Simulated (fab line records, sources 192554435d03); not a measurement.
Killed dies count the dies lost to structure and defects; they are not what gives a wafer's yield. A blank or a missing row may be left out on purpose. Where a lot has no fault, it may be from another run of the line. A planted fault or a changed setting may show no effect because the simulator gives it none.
Split-lot study + flow n5-finfet + 21 wafers read from 7 lots, route of 1938 steps

SPLIT DETAILS
At N5_HKMG_FIN_ETCH_35 (etches SOC in N2/H2, target depth 215.8 nm, time 243.4 s), the setting time-s was moved away from the recipe's 243.4 s on 8 of the 21 wafers read, by -21.6% to +21.9%. For the rest of the wafers, this setting stayed at what the recipe calls for.

The reading comes from the split's own step.

THE READING
HKMG_FIN.feature-depth-nm (the simulator's own value, which no gauge read), in nm, at N5_HKMG_FIN_ETCH_35 (etches SOC in N2/H2, target depth 215.8 nm, time 243.4 s). The file does not state a usual value for it. Average 218.8 nm, standard deviation 4.1 nm, over the 13 wafers here run with the recipe.

| wafer  | tool, chamber at the split | time-s as run, s | against the recipe | HKMG_FIN.feature-depth-nm, nm | against lot-mates on the recipe |
|--------|----------------------------|------------------|--------------------|-------------------------------|---------------------------------|
| L074.1 | rie-diel-03, 3             | 243.4            | recipe             | 216                           | -                               |
| L074.3 | rie-diel-03, 1             | 243.4            | recipe             | 215                           | -                               |
| L074.5 | rie-diel-03, 3             | 263.1            | +8.1%              | 233                           | +17.5                           |
| L080.2 | rie-diel-01, 2             | 219.2            | -9.9%              | 188.2                         | -33.4                           |
| L080.5 | rie-diel-01, 2             | 219.2            | -9.9%              | 189.2                         | -32.4                           |
| L080.6 | rie-diel-01, 3             | 243.4            | recipe             | 221.6                         | -                               |
| L083.1 | rie-diel-06, 3             | 243.4            | recipe             | 210.4                         | -                               |
| L083.2 | rie-diel-06, 0             | 296.7            | +21.9%             | 269.4                         | +59.0                           |
| L083.5 | rie-diel-06, 3             | 296.7            | +21.9%             | 256.2                         | +45.8                           |
| L086.3 | rie-diel-03, 1             | 291.3            | +19.7%             | 266.4                         | +51.1                           |
| L086.4 | rie-diel-03, 3             | 243.4            | recipe             | 213.8                         | -                               |
| L086.6 | rie-diel-03, 0             | 243.4            | recipe             | 216.8                         | -                               |
| L091.1 | rie-diel-06, 1             | 243.4            | recipe             | 223.6                         | -                               |
| L091.2 | rie-diel-06, 3             | 190.8            | -21.6%             | 164.4                         | -58.5                           |
| L091.5 | rie-diel-06, 1             | 243.4            | recipe             | 222.2                         | -                               |
| L093.3 | rie-diel-06, 1             | 209.9            | -13.8%             | 191.4                         | -31.4                           |
| L093.5 | rie-diel-06, 2             | 243.4            | recipe             | 223.2                         | -                               |
| L093.6 | rie-diel-06, 1             | 243.4            | recipe             | 222.4                         | -                               |
| L097.3 | rie-diel-03, 1             | 243.4            | recipe             | 223.2                         | -                               |
| L097.4 | rie-diel-03, 3             | 243.4            | recipe             | 217.8                         | -                               |
| L097.6 | rie-diel-03, 0             | 243.4            | recipe             | 218.8                         | -                               |

THE FIT
A straight line over all 21 wafers: HKMG_FIN.feature-depth-nm changes by +2.27 nm for each +1% of time-s; r = +0.98; the points scatter about the line by 5.2 nm.
The same after taking each lot's own level away (the mean of its wafers on the recipe; 21 wafers): +2.56 nm for each +1%; r = +0.99; scatter 3.7 nm.
On that fit, the largest move of time-s shifts the reading by 56 nm.
From 210.40 to 222.90 nm: that is the span of the lots' own levels, equal to 3.1 times the standard deviation above.
In other words, the slope is changed by the lot-to-lot level; the two fits disagree.
Check: for one of the wafers moved furthest among these (+21.9%), held out of the fit, the line's prediction against its lot-mates is +53.7 nm. It came out at +59 nm against them.

THE OTHER SPLITS THESE WAFERS WENT THROUGH
Before the reading, these wafers also passed through other splits. Each is held against what the fit with the lots' levels taken away leaves over:
| other split on the same wafers | wafers away from the commonest value | r with HKMG_FIN.feature-depth-nm (lot level and that fit taken away) |
|--------------------------------|--------------------------------------|----------------------------------------------------------------------|
| N5_HKMG_FIN_COAT_06 spin-rpm   | 7                                    | +0.32                                                                |

THE WHOLE CHAIN: every reading that the file lists as answering this split, in the file's order
| step                | what it does                                             | reading                                                                         | change (the file's fit)              | r (the file's) |
|---------------------|----------------------------------------------------------|---------------------------------------------------------------------------------|--------------------------------------|----------------|
| N5_HKMG_FIN_ETCH_35 | etches SOC in N2/H2, target depth 215.8 nm, time 243.4 s | SOC_of_HKMG_FIN_COAT_29.thk-nm (the simulator's own value, which no gauge read) | -2.54 nm for each +1% of the setting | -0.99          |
| N5_HKMG_FIN_ETCH_35 | etches SOC in N2/H2, target depth 215.8 nm, time 243.4 s | etch.depth-nm (the simulator's own value, which no gauge read)                  | +2.56 nm for each +1% of the setting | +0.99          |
| N5_HKMG_FIN_ETCH_35 | etches SOC in N2/H2, target depth 215.8 nm, time 243.4 s | HKMG_FIN.feature-depth-nm (the simulator's own value, which no gauge read)      | +2.56 nm for each +1% of the setting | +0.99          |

FILE'S OWN FIT
HKMG_FIN.feature-depth-nm changes by +2.56 nm for each +1% of time-s, r = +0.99.
